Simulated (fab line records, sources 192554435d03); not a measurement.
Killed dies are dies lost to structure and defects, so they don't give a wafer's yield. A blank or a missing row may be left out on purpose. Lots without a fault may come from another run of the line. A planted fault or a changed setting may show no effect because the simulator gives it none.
fab line records | flow n5_finfet
record lots=4 wafers=12 last_day=17
route steps=1938 shown DUMMY_GATE@247 SPACER0@258 SD_EPI_N@262 SD_EPI_P@326 BEOL_M4@1111 PASSIVATION@1936
lots that met no fault: from a run of the same line without faults
start_h: hours from the record's first day to the start of the lot's first wafer shown | wait_h: hours since the lot's step before | " the same as in the row above | L1.1+2: a row that stands for several wafers | - no value, or no start given | * or withheld: withheld | < > ~ a bound
route shown NAME@n: a module of which the file shows steps, and the number in the route of the first | usual: mean/standard deviation of fault-free wafers | same: alike in all rows | chamber/n: place in a boat | sites: the reading at each site | _std_site: their standard deviation | _edge_site: outer sites' mean less inner sites' | radius_mm: how far each site lies from the wafer's centre | mask NAME#n: copy n | behind: the tool/chamber that last shaped the wafer | hold: why the lot was held/for how many hours/how that ended | device: the transistor (n, p or np) that didn't switch | end of line: the same wafers' tests at the end of the route | a step without rows: its recipe alone | killed: dies lost to structure and defects at the first sort, not the wafer's yield | map: a wafer's dies, x killed, . not, _ none there
set.NAME: the setting as run; set.NAME@STEP: as run at that earlier step | model.NAME: the simulator's own value behind a step, which no gauge read
lots at some steps of the route; a table a step, a row a wafer
services: from which hour (start_h, from the record's first day; less than 0 if before it) a tool's chamber was out of use, for how many hours, and why
## steps
# step N5_DUMMY_GATE_ETCH_23
# recipe chemistry=HBr/Cl2/O2 HBr_flow_sccm=150 Cl2_flow_sccm=80 O2_flow_sccm=12 bias_w=102 target_depth_a=410 time_s=22.3 target=poly-Si mask_material=SiO2 pressure_mtorr=10 icp_w=800
# step N5_DUMMY_GATE_ETCH_44
# recipe chemistry=HBr/O2 over_etch_frac=0.7 target_depth_a=1275 stop_on=SiO2 ion_energy_ev=60 bias_w=20 target=poly-Si mask_material=SiO2 pressure_mtorr=20 icp_w=400 HBr_flow_sccm=120 O2_flow_sccm=10
# step N5_DUMMY_GATE_ETCH_42
# recipe chemistry=CHF3/O2 target=SiO2 target_depth_a=35 time_s=31 ion_energy_ev=30 bias_w=12 pressure_mtorr=30 source_w=600 Ar_flow_sccm=200 CHF3_flow_sccm=50 O2_flow_sccm=5
# step N5_DUMMY_GATE_STRIP_48
# recipe chemistry=N2/H2 time_s=20 power_w=100 temp_c=40 pressure_mtorr=100 rf_frequency_hz=6e+07 bias_power_w=3 n2_flow_sccm=300 h2_flow_sccm=300
# step N5_DUMMY_GATE_PRECLEAN_33
# recipe chemistry=dHF time_s=10 dilution=750:1 temp_c=25
# step N5_DUMMY_GATE_PRECLEAN_25
# recipe chemistry=O3/DIW time_s=45 temp_c=22 o3_ppm=10
# step N5_DUMMY_GATE_PRECLEAN_51
# recipe chemistry=SC2 time_s=45 temp_c=35 mix=1:1:50
# step N5_DUMMY_GATE_SRD_26
# recipe dry=ipa_marangoni time_s=30 temp_c=23 rinse_liquid=diw
# step N5_DUMMY_GATE_UV_OZONE_45
# recipe time_s=120 pressure_torr=760 temp_c=25
# step N5_SPACER0_ALD_07
# recipe material=SiNx target_thk_a=20 temp_c=400 ald_precursor_family=SiH2I2 ald_co_reactant=N2/H2-plasma pressure_torr=2
# step N5_SPACER0_ALD_00
# recipe material=SiOCN target_thk_a=35 temp_c=400 ald_precursor_family=alkyl-aminosilane ald_co_reactant=O2/N2-plasma pulse_time_s=3 purge_time_s=2 co_reactant_purge_time_s=2 ald_cycles=58 pressure_torr=2
# usual ald_cycles=58/0 heater_power_w=805/78 precursor_pulse_height_rel=1.001/0.02 susceptor_temp_C=399.99/0.24
# columns lot.wafer tool chamber start_h wait_h ald_cycles heater_power_w precursor_pulse_height_rel susceptor_temp_C model.SiOCN_of_SPACER0_ALD_00.thk_nm
L136.1 ald_sin-04 0 66.10 0.1 58 873 0.973 399.95 3.6
L136.2 " 2 " " 58 636 1.008 400.16 3.4
L136.5 " 1 " " 58 830 0.987 400.19 3.4
L143.3 ald_sin-01 1 109.22 0.1 58 836 0.984 400.47 3.6
L143.5 " 2 " " 58 814 1.000 400.19 3.6
L143.6 " 3 " " 58 778 1.014 400.08 3.4
L153.2 ald_sin-01 0 168.42 0.1 66 893 0.983 399.71 4
L153.3 " 3 " " 66 816 1.028 400.10 4
L153.4 " 1 " " 66 821 0.991 400.10 4
L155.1 ald_sin-01 1 180.03 0.1 66 818 0.978 400.04 4
L155.2 " 2 " " 66 813 1.017 399.89 4
L155.6 " 3 " " 66 802 1.028 400.24 4
# step N5_SPACER0_ALD_08
# recipe material=SiNx target_thk_a=20 temp_c=400 ald_precursor_family=SiH2I2 ald_co_reactant=N2/H2-plasma pressure_torr=2
# step N5_SD_EPI_N_COAT_32
# recipe resist=SOC temp_c=250 time_s=60 spin_rpm=1500 resist_thk_nm=350
# step N5_SD_EPI_N_COAT_33
# recipe resist=SiARC temp_c=220 time_s=60 spin_rpm=1500 resist_thk_nm=35
# step N5_SD_EPI_N_COAT_03
# recipe resist=CAR-ArF-block spin_rpm=1500 resist_thk_nm=150
# step N5_SD_EPI_N_EBR_05
# recipe solvent=PGMEA ebr_width_mm=1.5
# step N5_SD_EPI_N_SOFTBAKE_04
# recipe temp_c=110 time_s=60 resist=CAR-ArF-block
# step N5_SD_EPI_N_EXPOSE_06
# recipe mask_id=SD_N_BLK na=1.35 source_shape=conventional sigma_outer=0.8 polarization=unpolarized target_cd_nm=120 dose_mj=39.75
# step N5_SD_EPI_N_PEB_07
# recipe peb_temp_c=110 peb_time_s=60 resist=CAR-ArF-block
# step N5_SD_EPI_N_DEVELOP_08
# recipe develop_time_s=30 developer=TMAH resist=CAR-ArF-block dev_temp_c=23 rinse_liquid=diw dry=air_spin
# step N5_SD_EPI_N_DESCUM_14
# recipe chemistry=O2 time_s=7.9 source_power_w=50 bias_power_w=20 pressure_mtorr=20 rf_frequency_hz=2.712e+07 temp_c=40 resist=CAR-ArF-block o2_flow_sccm=225
# step N5_SD_EPI_N_ETCH_34
# recipe chemistry=CF4 target=SiARC target_depth_a=455 mask_material=CAR-ArF-block time_s=75.8 ion_energy_ev=80 pressure_mtorr=40 source_w=545 bias_w=36 Ar_flow_sccm=100 cf4_flow_sccm=100 ends=cleared
# step N5_SD_EPI_N_ETCH_35
# recipe chemistry=N2/H2 target=SOC overetch_a=1080 mask_material=SiARC temp_c=40 ion_energy_ev=100 source_w=3000 bias_w=133 pressure_mtorr=20 time_s=486 n2_flow_sccm=200 h2_flow_sccm=200
# step N5_SD_EPI_N_STRIP_36
# recipe chemistry=N2/H2 temp_c=40 n2_flow_sccm=200 h2_flow_sccm=200 rf_frequency_hz=6e+07
# step N5_SD_EPI_N_ETCHBACK_44
# recipe chemistry=CH3F/O2 mode=anisotropic_etchback target=SiNx target_depth_a=145 stop_on=SiO2 over_etch_frac=0.3 ion_energy_ev=120 pressure_mtorr=30 source_w=395 bias_w=73 Ar_flow_sccm=150 CH3F_flow_sccm=30 O2_flow_sccm=20
# step N5_SD_EPI_N_ETCH_45
# recipe chemistry=CH3F/O2 target=SiOCN target_depth_a=60 mask_material=SOC ion_energy_ev=60 bias_w=29 pressure_mtorr=15 source_w=410 Ar_flow_sccm=150 CH3F_flow_sccm=30 O2_flow_sccm=20
# step N5_SD_EPI_N_ETCH_16
# recipe chemistry=CHF3/O2 target=SiO2 target_depth_a=50 mask_material=SOC pressure_mtorr=30 source_w=650 bias_w=170 Ar_flow_sccm=200 CHF3_flow_sccm=50 O2_flow_sccm=5 ion_energy_ev=200
# step N5_SD_EPI_N_STRIP_47
# recipe chemistry=CHF3/O2 resist=SiARC rf_frequency_hz=6e+07
# step N5_SD_EPI_N_SD_RECESS_17
# recipe chemistry=HBr/Cl2/O2 target_depth_a=410 mask_material=SOC time_s=23.7 bt_time_s=3 pressure_mtorr=10 icp_w=800 bias_w=112 HBr_flow_sccm=150 Cl2_flow_sccm=80 O2_flow_sccm=12
# step N5_SD_EPI_N_STRIP_38
# recipe chemistry=N2/H2 power_w=1000 temp_c=250 h2_frac=0.65 overash_fraction=0.3 pressure_mtorr=withheld n2_flow_sccm=1750 h2_flow_sccm=3250
# step N5_SD_EPI_N_WET_ETCH_43
# recipe chemistry=dHF dilution=withheld time_s=14 target=SiO2 target_depth_a=15 temp_c=25
# step N5_SD_EPI_N_STRIP_18
# recipe chemistry=SPM time_s=750 temp_c=130 h2so4_h2o2_vol_ratio=4
# step N5_SD_EPI_N_SRD_20
# recipe dry=ipa_marangoni do_ppb=5 time_s=30 temp_c=23 rinse_liquid=diw
# step N5_SD_EPI_N_PRECLEAN_48
# recipe chemistry=NF3:NH3 afs_cycles=2 temp_c=30 time_s=20 sublimation_temp_c=180 sublimation_time_s=60 pressure_torr=3 rf_power_w=30
# step N5_SD_EPI_N_VAPOR_ETCH_50
# recipe chemistry=HCl target=Si temp_c=775 time_s=54 pressure_torr=20 mode=isotropic
# step N5_SD_EPI_N_EPI_21
# recipe material=Si:P dopant=P temp_c=680 pressure_torr=255 time_s=690
# step N5_SD_EPI_P_PRECLEAN_32
# recipe chemistry=dHF time_s=10 dilution=500:1 temp_c=25
# columns lot.wafer tool chamber start_h wait_h model.SiOCN_of_SPACER0_ALD_00.thk_nm
L136.1+2+5 wet_bench-03 6,7,1 75.70 0.0 3.4
L143.3+5+6 wet_bench-03 4,6,5 118.18 0.0 3.4
L153.2+3+4 wet_bench-05 3,2,4 178.19 0.0 4
L155.1+2+6 wet_bench-03 5,4,7 190.74 0.0 4
# step N5_BEOL_M4_RC_MEAS_101
# usual DIBL_N=35.8/1.7 DIBL_P=35.9/1.9 IOFF_N=0.151/0.028 IOFF_P=0.21/0.037 ION_N=673/12 ION_P=463/8.3 REXT_N=75.5/1.4 SS_N=71.4/0.59 SS_P=73.2/0.63 VT_N=250/3.2 VT_P=-250/3.7
# columns lot.wafer tool chamber start_h wait_h DIBL_N[mV/V] DIBL_P[mV/V] IOFF_N[nA/um] IOFF_P[nA/um] ION_N[uA/um] ION_P[uA/um] REXT_N[ohm.um] SS_N[mV/dec] SS_P[mV/dec] VT_N[mV] VT_P[mV]
L136.1 prober-02 0 177.86 0.0 37.4 38.0 0.176 0.23 688 473 76.8 71.7 73.7 247 -249
L136.2 " 0 " " 37.2 37.6 0.165 0.22 685 469 76.6 71.5 74.3 249 -250
L136.5 " 0 " " 35.3 34.8 0.133 0.18 644 445 77.5 71.0 72.7 251 -253
L143.3 prober-02 0 222.30 0.3 35.0 35.5 0.140 0.19 666 458 74.6 71.6 73.2 250 -248
L143.5 " 0 " " 33.5 33.4 0.119 0.18 658 460 75.6 71.2 72.6 253 -250
L143.6 " 0 " " 37.5 37.6 0.175 0.23 680 458 74.3 72.2 74.0 248 -248
L153.2 prober-01 0 286.09 0.2 31.0 31.4 0.095 0.13 638 445 81.5 70.5 72.7 259 -260
L153.3 " 0 " " 33.2 34.4 0.118 0.16 645 445 80.7 70.9 73.3 254 -255
L153.4 " 0 " " 30.4 30.7 0.089 0.12 646 449 80.4 70.1 72.7 261 -259
L155.1 prober-01 0 320.78 0.0 33.5 33.8 0.113 0.16 666 457 83.4 70.8 72.6 255 -254
L155.2 " 0 " " 32.7 32.8 0.098 0.15 636 440 83.1 70.1 72.2 260 -255
L155.6 " 0 " " 32.5 32.2 0.098 0.15 644 439 82.2 71.0 72.5 260 -254
# step N5_PASSIVATION_PROBE_49
# usual defect_limited_yield=91.4/1.5 killed_at_M0_to_M3=33/9.8 killed_at_M4_up=14/5.5 killed_at_contacts=12/6.5 killed_at_front_end=38/11 killed_at_other=3/3.1 killed_dies=101/17 killed_open=66/13 killed_short=32/7.5 sort_bin_5_function=5.0/1 sort_bin_6_memory=3.2/0.69 sort_bin_8_speed=0.00/0.0072 sort_n_pass=1079/17 sort_yield_pct=91.4/1.5
# same gross_dies=1180 killed_at_back_side=0 sort_bin_4_leakage[%]=0
# columns lot.wafer tool chamber start_h wait_h defect_limited_yield[%] killed_at_M0_to_M3 killed_at_M4_up killed_at_contacts killed_at_front_end killed_at_other killed_dies killed_open killed_short sort_bin_5_function[%] sort_bin_6_memory[%] sort_bin_8_speed[%] sort_n_pass sort_yield_pct[%]
L136.1 prober-01 - 279.91 0.0 90.6 38 8 23 41 1 111 76 33 5.7 3.5 0 1069 90.6
L136.2 prober-01 - 279.96 0.1 93.5 19 8 11 37 2 77 47 28 4.1 2.4 0 1103 93.5
L136.5 prober-01 - 280.11 0.2 89.3 25 10 21 64 6 126 85 40 7.6 2.5 0 1054 89.3
L143.3 prober-01 - 333.76 0.1 92.5 36 14 7 26 5 88 59 23 4.1 2.8 0 1092 92.5
L143.5 prober-01 - 333.86 0.2 91.9 34 19 17 23 2 95 65 30 4.9 2.7 0 1085 91.9
L143.6 prober-01 - 333.91 0.3 92.5 32 20 5 24 8 89 55 30 4.3 2.9 0 1091 92.5
L153.2 prober-01 - 397.18 1.4 92.7 30 11 20 20 5 86 63 23 3.7 3.4 0.17 1092 92.5
L153.3 prober-01 - 397.23 1.4 93.1 36 7 6 22 11 82 51 29 3.9 2.8 0 1098 93.1
L153.4 prober-01 - 397.28 1.5 93.6 29 8 8 28 3 76 51 25 3.8 2.5 0 1104 93.6
L155.1 prober-02 - 417.57 0.0 92.6 26 9 16 29 7 87 51 33 4.9 2.5 0 1093 92.6
L155.2 prober-02 - 417.62 0.1 91.7 27 14 11 42 4 98 66 31 4.7 3.4 2.29 1055 89.4
L155.6 prober-02 - 417.82 0.3 90.9 34 9 20 35 9 107 73 28 5.5 3.3 1.78 1052 89.2
# killed by level:class
L136.1 MOL_CONTACT_COAG:geometric_particle:open=19 STI_FIN_REVEAL:geometric_particle:open=11 BEOL_M1:geometric_particle:open=10 BEOL_M3:geometric_particle:open=10 FIN_SAQP:geometric_particle:short=8 FIN_SAQP:geometric_particle:open=6 GATE_CUT:geometric_particle:open=5 BEOL_M0_SAQP:geometric_particle:short=5
L136.2 MOL_CONTACT_COAG:geometric_particle:open=8 FIN_SAQP:geometric_particle:short=7 FIN_SAQP:geometric_particle:open=6 STI_FIN_REVEAL:geometric_particle:open=5 BEOL_M2:geometric_particle:open=4 BEOL_M3:geometric_particle:open=4 DUMMY_GATE:geometric_particle:open=3 GATE_CUT:geometric_particle:short=3
L136.5 FIN_SAQP:geometric_particle:open=27 MOL_CONTACT_COAG:geometric_particle:open=17 STARTING-WAFER:geometric_particle:open=7 FIN_SAQP:geometric_particle:short=6 STI_FIN_REVEAL:geometric_particle:open=6 GATE_CUT:geometric_particle:short=6 BEOL_M1:geometric_particle:short=6 BEOL_M1:geometric_particle:open=5
L143.3 BEOL_M0_SAQP:geometric_particle:open=9 BEOL_M2:geometric_particle:open=9 MOL_CONTACT_COAG:geometric_particle:open=5 BEOL_M4:geometric_particle:open=5 DUMMY_GATE:geometric_particle:open=4 BEOL_M0_SAQP:geometric_particle:short=4 BEOL_M5:geometric_particle:open=4 BEOL_M7:geometric_particle:open=4
L143.5 BEOL_M1:geometric_particle:open=12 MOL_CONTACT_COAG:geometric_particle:open=9 MOL_CONTACT_COAG:geometric_particle:short=8 BEOL_M2:geometric_particle:open=8 BEOL_M5:geometric_particle:open=6 BEOL_M4:geometric_particle:open=5 STI_FIN_REVEAL:geometric_particle:open=4 DUMMY_GATE:geometric_particle:open=4
L143.6 BEOL_M0_SAQP:geometric_particle:open=8 BEOL_M0_SAQP:geometric_particle:short=8 FIN_SAQP:geometric_particle:open=6 BEOL_M4:geometric_particle:open=6 BEOL_M2:geometric_particle:open=6 BEOL_M5:geometric_particle:open=5 GATE_CUT:geometric_particle:short=4 FIN_SAQP:geometric_particle:short=3
L153.2 MOL_CONTACT_COAG:geometric_particle:open=19 BEOL_M3:geometric_particle:open=7 BEOL_M4:geometric_particle:open=7 BEOL_M0_SAQP:geometric_particle:open=6 BEOL_M1:geometric_particle:open=6 DUMMY_GATE:geometric_particle:open=5 STI_FIN_REVEAL:geometric_particle:open=4 BEOL_M0_SAQP:geometric_particle:short=4
L153.3 BEOL_M0_SAQP:geometric_particle:short=13 BEOL_M0_SAQP:geometric_particle:open=13 PAD_METAL:geometric_particle:open=8 FIN_SAQP:geometric_particle:open=6 MOL_CONTACT_COAG:geometric_particle:open=5 GATE_CUT:geometric_particle:short=4 BEOL_M3:geometric_particle:open=4 FIN_SAQP:geometric_particle:short=3
L153.4 BEOL_M2:geometric_particle:open=10 FIN_SAQP:geometric_particle:open=6 FIN_SAQP:geometric_particle:short=6 STI_FIN_REVEAL:geometric_particle:open=6 MOL_CONTACT_COAG:geometric_particle:open=5 GATE_CUT:geometric_particle:open=4 BEOL_M0_SAQP:geometric_particle:short=4 BEOL_M0:geometric_particle:open=4
L155.1 MOL_CONTACT_COAG:geometric_particle:open=13 BEOL_M0:geometric_particle:open=6 DUMMY_GATE:geometric_particle:open=5 BEOL_M3:geometric_particle:open=5 BEOL_M3:geometric_particle:short=5 BEOL_M5:geometric_particle:short=4 STI_FIN_REVEAL:geometric_particle:open=4 FIN_SAQP:geometric_particle:short=3
L155.2 STI_FIN_REVEAL:geometric_particle:open=9 BEOL_M3:geometric_particle:open=9 BEOL_M0:geometric_particle:open=8 DUMMY_GATE:geometric_particle:open=7 MOL_CONTACT_COAG:geometric_particle:short=6 DUMMY_GATE:geometric_particle:short=5 FIN_SAQP:geometric_particle:open=5 MOL_CONTACT_COAG:geometric_particle:open=5
L155.6 MOL_CONTACT_COAG:geometric_particle:open=16 BEOL_M1:geometric_particle:open=8 DUMMY_GATE:geometric_particle:open=6 BEOL_M2:geometric_particle:open=6 BEOL_M3:geometric_particle:open=6 BEOL_M0:geometric_particle:open=5 FIN_SAQP:geometric_particle:open=4 FIN_SAQP:geometric_particle:short=4
# map L153.2 (x killed, . not)
_________________............________________
______________..xxx............._____________
___________.............x.......x..__________
__________.x.......................x_________
________x.......x....................._______
_______................................______
______......x...........x..xx..........._____
_____......x....x.x.............x........____
____......xx........x..x..x...x...........___
___.....x.x.x........x.......xx...........x__
___...............x.....x.....x....x.......__
__x....................x.x.................._
__........................x..............x.._
_..........x.............x................x..
_.............................x.x.x...x..x...
_.................x....x.....................
_....................x................x......
_....................x.......................
_...............x....x.........x.............
_..............x.............................
_....xx.....x........x.x.................x...
__......................x.......x.x........._
__.x...x...x........x.................x....._
___..x.....................................__
___......x.........x....................xx.__
____............x.........................___
_____....................................____
______..................xx........x....._____
_______...........................x....______
________..........................x..._______
__________.......x.................._________
___________......x............xx...__________
______________.................._____________
_________________......x.....________________
# map L155.6 (x killed, . not)
_________________............________________
______________.................._____________
___________.............x....x..x..__________
__________...x...x......xx.........._________
________..x......xx..........x........_______
_______.......x........................______
______............x..x..........x......._____
_____.....x....x.....................x...____
____.....x....x....................x......___
___x......x...x......x............x........__
___................x..........x.........xx.__
__................x....................x...x_
__............x....x........................_
_..x..........xx........................x.x..
_...x................x.x............x........
_x.x.............................x.....xx....
_..........x...........x.....................
_.......x.........................x.x........
_x........x..................................
_.x..x..x.....x.....x...........x.x........x.
_x.......x....x................x....x........
__..........................x.....x..x......_
__.........x.x.............x..x.x..........._
___x.........................xx..x.......xx__
___...x.x................x...........x.x.x.__
____x.................x....xx.............___
_____..x......x...x....xx................____
______x.......x........................._____
_______...x............................______
________.............................._______
__________...........x..........x..._________
___________.x..x...........x..x....__________
______________.................._____________
_________________............________________
## services
# columns tool chamber start_h hours kind
ald_sin-01 3 78.59 10.8 repair
ald_sin-04 2 105.94 1.3 repair
ald_sin-01 3 153.20 4.7 repair
ald_sin-04 - 159.72 0.6 repair
## key
first_sign step=N5_SPACER0_ALD_00 reading=ald_cycles direction=up sigmas=99+ usual=* struck=*
effect step=N5_BEOL_M4_RC_MEAS_101 reading=REXT_N direction=up sigmas=4.7 usual=75.5 struck=81.9
effect step=N5_BEOL_M4_RC_MEAS_101 reading=VT_N direction=up sigmas=2.4 usual=250 struck=258
effect step=N5_BEOL_M4_RC_MEAS_101 reading=ION_N direction=down sigmas=2.2 usual=673 struck=646
effect step=N5_BEOL_M4_RC_MEAS_101 reading=DIBL_N direction=down sigmas=2.1 usual=35.8 struck=32.2
effect step=N5_BEOL_M4_RC_MEAS_101 reading=ION_P direction=down sigmas=2 usual=463 struck=446
effect step=N5_BEOL_M4_RC_MEAS_101 reading=DIBL_P direction=down sigmas=1.8 usual=35.9 struck=32.5
effect step=N5_BEOL_M4_RC_MEAS_101 reading=IOFF_N direction=down sigmas=1.7 usual=0.151 struck=0.102
effect step=N5_BEOL_M4_RC_MEAS_101 reading=IOFF_P direction=down sigmas=1.7 usual=0.21 struck=0.14
effect step=N5_BEOL_M4_RC_MEAS_101 reading=VT_P direction=down sigmas=1.6 usual=-250 struck=-256
effect step=N5_PASSIVATION_PROBE_49 reading=sort_bin_8_speed direction=up sigmas=8.3 usual=0.00 struck=0.71 wafers_moved=3
model_effect step=N5_SPACER0_ALD_00 value=SiOCN_of_SPACER0_ALD_00.thk_nm without=3.533 struck=4
model_effect step=N5_SD_EPI_P_PRECLEAN_32 value=SiOCN_of_SPACER0_ALD_00.thk_nm without=3.4 struck=4
met_at N5_SPACER0_ALD_00
struck_wafers L153.2,L153.3,L153.4,L155.1,L155.2,L155.6
onset_between 109.22 168.42
fault kind=process_parameter_drift tool=ald_sin-01 chamber=- onset_h=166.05 steps=N5_SPACER0_ALD_00 channel=ald_cycles offset=* shape=step end_h=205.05 acts_in=* stated=*
